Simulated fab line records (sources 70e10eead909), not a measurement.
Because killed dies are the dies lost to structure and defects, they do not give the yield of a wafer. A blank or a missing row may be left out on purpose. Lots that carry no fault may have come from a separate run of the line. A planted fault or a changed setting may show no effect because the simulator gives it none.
What tool caused it?	flow nand-harc	42 wafers from 14 lots sampled at 5 of the route's 1302 steps

WHAT EACH GAUGE READ, for each wafer
NHARC_A_ONON_D2_THK_MEAS_30: measures by ellipsometry. Usual: thk-nm at 1000 nm, with a standard deviation of 11.
lot	measured	on	thk-nm (nm)	flag
L496	day 12 02:56	film-metro-01	998 998 999	
L498	day 12 21:42	film-metro-01	997 998 996	
L500	day 13 09:39	film-metro-01	998 999 997	
L501	day 13 23:37	film-metro-01	980 977 978	
L499	day 14 11:35	film-metro-02	1013 1015 1013	
L502	day 14 11:36	film-metro-01	990 990 989	
L503	day 15 18:40	film-metro-01	1023 1020 1022	
L505	day 15 22:11	film-metro-01	986 984 986	
L507	day 16 10:55	film-metro-02	1006 1005 1003	
L506	day 16 10:54	film-metro-01	992 990 991	
L508	day 17 05:32	film-metro-02	1013 1013 1015	
L514	day 19 00:05	film-metro-01	993 994 994	
L513	day 19 00:05	film-metro-01	984 986 985	
L516	day 19 22:16	film-metro-02	1004 1007 1006	

NHARC_END_SORT_01. Usual: defect-limited-yield 90.1 % (standard deviation 2.5); killed-at-array 62 (standard deviation 18); killed-at-other 0.9 (standard deviation 1.2); killed-at-periphery 4.2 (standard deviation 2.9); killed-dies 67 (standard deviation 17); killed-open 3.6 (standard deviation 1.9); killed-short 2.5 (standard deviation 1.6).
lot	measured	on	defect-limited-yield (%)	killed-at-array	killed-at-other	killed-at-periphery	killed-dies	killed-open	killed-short	flag
L498	day 26 02:20	prober-02	88.5 89.8 90.0	69 66 62	5 1 2	4 2 4	78 69 68	6 6 5	2 3 1	
L500	day 26 01:48	prober-01	86.6 91.7 87.9	89 55 77	1 0 0	1 1 5	91 56 82	4 5 5	6 1 3	
L503	day 27 00:48	prober-02	87.6 86.1 86.3	80 93 89	0 0 0	4 1 4	84 94 93	2 3 6	2 0 4	
L505	day 27 13:37	prober-02	91.1 91.3 91.9	58 53 51	1 3 0	1 3 4	60 59 55	3 3 2	0 7 4	
L507	day 27 23:32	prober-01	90.3 89.2 91.7	61 62 48	2 4 1	3 7 7	66 73 56	1 2 0	3 1 2	
L506	day 27 23:34	prober-02	89.2 88.8 89.1	72 75 73	0 0 0	1 1 1	73 76 74	4 1 3	1 5 2	
L508	day 28 19:44	prober-02	92.9 92.8 94.1	41 42 31	0 3 1	7 4 8	48 49 40	1 2 2	3 5 1	
L514	day 30 15:34	prober-02	90.1 89.5 90.4	54 61 59	5 1 2	8 9 4	67 71 65	4 7 7	1 3 5	

WHAT TOOL EACH LOT RAN ON (gives the tool, then ch and the chambers of the sampled wafers, and finally the start)
lot	NHARC_A_DECK1_JOINT_CMP_13	NHARC_A_ONON_D2_DEP_33	NHARC_A_CHANNEL_HOLE_D2_DESCUM_15
L496	cmp-01 ch 0,2, day 10 13:54	pecvd-04 ch 0,2, day 12 03:00	rie-diel-05 ch 0,1,2, day 12 08:50
L498	cmp-03 ch 0,2, day 11 09:38	pecvd-03 ch 1,2, day 12 21:51	rie-diel-05 ch 0,1,2, day 13 04:05
L500	cmp-02 ch 1,2, day 11 21:50	pecvd-03 ch 0,2, day 13 09:47	rie-diel-06 ch 0,1,3, day 13 13:16
L501	cmp-03 ch 0,1,3, day 12 11:08	pecvd-03 ch 0,1,2, day 13 23:43	rie-diel-10 ch 0,2, day 14 03:45
L499	cmp-03 ch 0,2, day 12 18:02	pecvd-03 ch 0,1,2, day 14 11:44	rie-diel-05 ch 0,1,2, day 14 15:01
L502	cmp-02 ch 0,1,2, day 12 21:55	pecvd-02 ch 1,2, day 14 11:40	rie-diel-10 ch 0,1, day 14 15:10
L503	cmp-01 ch 0,1, day 14 00:32	pecvd-02 ch 0,2, day 15 18:44	rie-diel-05 ch 0,2,3, day 15 22:44
L505	cmp-02 ch 0,2, day 14 09:59	pecvd-04 ch 0,2, day 15 22:14	rie-diel-05 ch 0,3, day 16 05:19
L507	cmp-03 ch 1,2,3, day 14 18:42	pecvd-02 ch 0,1, day 16 11:01	rie-diel-05 ch 0,1,2, day 16 14:29
L506	cmp-01 ch 0,1,2, day 14 18:44	pecvd-04 ch 0,2, day 16 10:58	rie-diel-06 ch 1,2,3, day 16 14:21
L508	cmp-01 ch 1,3, day 15 16:25	pecvd-03 ch 0,1,2, day 17 05:36	rie-diel-05 ch 0,1,2, day 17 14:14
L514	cmp-01 ch 0,1,2, day 17 14:43	pecvd-03 ch 0,2, day 19 00:10	rie-diel-05 ch 1,2, day 19 04:42
L513	cmp-03 ch 1,2,3, day 17 14:44	pecvd-02 ch 0,1, day 19 00:14	-
L516	cmp-02 ch 2,3, day 18 10:25	pecvd-03 ch 0,1,2, day 19 22:28	-
- NHARC_A_DECK1_JOINT_CMP_13: polishes, target thk 51.023 nm.
- NHARC_A_ONON_D2_DEP_33: deposits SiO2, target thk 200 nm.
- NHARC_A_CHANNEL_HOLE_D2_DESCUM_15: chemistry O2, time 3 s.

AS READ BY THE TOOLS THEMSELVES (means over the sampled wafers that have a number; for cases with no such wafer, the mark the record gives instead)
NHARC_A_DECK1_JOINT_CMP_13. Usual: motor-current-A 11.6 A, standard deviation 0.95; time-to-endpoint-s 8.5 s, standard deviation 2.3.
lot	tool	motor-current-A (A)	time-to-endpoint-s (s)	flag
L496	cmp-01	10.9	7.2	
L498	cmp-03	12.0	6.6	
L500	cmp-02	11.1	7.4	
L501	cmp-03	11.6	8.3	
L499	cmp-03	11.6	9.5	
L502	cmp-02	11.6	10.0	
L503	cmp-01	11.1	7.1	
L505	cmp-02	11.8	10.5	
L507	cmp-03	12.1	5.8	
L506	cmp-01	11.0	9.9	
L508	cmp-01	12.8	8.4	
L514	cmp-01	11.1	12.2	
L513	cmp-03	12.6	5.4	
L516	cmp-02	11.0	6.8	

NHARC_A_ONON_D2_DEP_33. Usual: chamber-pressure-Torr 6.502 Torr, standard deviation 0.015; flow-sccm 2651 sccm, standard deviation 7.7; heater-power-w 557 W, standard deviation 75; throttle-valve-pct 15.7 %, standard deviation 0.4.
lot	tool	chamber-pressure-Torr (Torr)	flow-sccm (sccm)	heater-power-w (W)	throttle-valve-pct (%)	flag
L496	pecvd-04	6.490	2648	538	15.8	
L498	pecvd-03	6.499	2661	556	15.7	
L500	pecvd-03	6.510	2649	596	15.5	
L501	pecvd-03	6.509	2652	578	15.5	
L499	pecvd-03	6.507	2654	566	15.7	
L502	pecvd-02	6.501	2657	600	15.6	
L503	pecvd-02	6.517	2652	535	15.8	
L505	pecvd-04	6.506	2648	526	16.0	
L507	pecvd-02	6.498	2655	537	15.9	
L506	pecvd-04	6.502	2645	592	16.1	
L508	pecvd-03	6.514	2653	604	15.3	
L514	pecvd-03	6.504	2646	611	15.2	
L513	pecvd-02	-	-	-	-	OFF
L516	pecvd-03	-	-	-	-	OFF

NHARC_A_CHANNEL_HOLE_D2_DESCUM_15. Usual: drypump-motor-current-A 5.8 A, standard deviation 0.35; oes-product-au 1.001 a.u., standard deviation 0.01; rf-vpp-V 57.8 V, standard deviation 0.81; showerhead-plenum-p-Torr 1.92 Torr, standard deviation 0.068; throttle-valve-pct 11.312 %, standard deviation 0.0094.
lot	tool	drypump-motor-current-A (A)	oes-product-au (a.u.)	rf-vpp-V (V)	showerhead-plenum-p-Torr (Torr)	throttle-valve-pct (%)	flag
L496	rie-diel-05	5.9	0.996	57.6	1.94	11.308	
L498	rie-diel-05	5.9	0.995	57.3	1.94	11.314	
L500	rie-diel-06	5.5	1.004	57.9	1.86	11.308	
L501	rie-diel-10	6.2	1.010	57.4	1.86	11.309	
L499	rie-diel-05	5.9	0.998	57.4	1.94	11.310	
L502	rie-diel-10	6.5	1.003	57.6	1.95	11.309	
L503	rie-diel-05	5.9	0.996	58.0	1.93	11.315	
L505	rie-diel-05	5.8	0.991	58.2	1.92	11.308	
L507	rie-diel-05	5.9	1.003	58.3	1.94	11.315	
L506	rie-diel-06	5.7	1.004	58.1	1.91	11.312	
L508	rie-diel-05	5.9	1.000	58.0	1.94	11.316	
L514	rie-diel-05	5.8	1.010	58.1	1.98	11.317	

THE ANSWER, worked out from the rows above alone
Rule: lot off if the mean of its wafers having a number is beyond 3 standard deviations from the usual mean. A lot without any number at a reading at which 4 lots or more have one is off too. All remaining lots with rows at the step are treated as sound. The gauges are gone through in route order, then the tools' own readings, and for those a lot's mean is taken as printed above. At the first step where some lot is off, the reading lying furthest off is the one used; lots without a number count as furthest.
Off at NHARC_A_ONON_D2_DEP_33 (chamber-pressure-Torr): L513, L516. Without a number there: L513, L516.
If a tool, at that step or one of the process steps before it, ran each lot that is off and ran no sound lot following the first of them, it fits. Not one of the candidates tried fits.

WHAT THE SIMULATOR HAD PUT IN
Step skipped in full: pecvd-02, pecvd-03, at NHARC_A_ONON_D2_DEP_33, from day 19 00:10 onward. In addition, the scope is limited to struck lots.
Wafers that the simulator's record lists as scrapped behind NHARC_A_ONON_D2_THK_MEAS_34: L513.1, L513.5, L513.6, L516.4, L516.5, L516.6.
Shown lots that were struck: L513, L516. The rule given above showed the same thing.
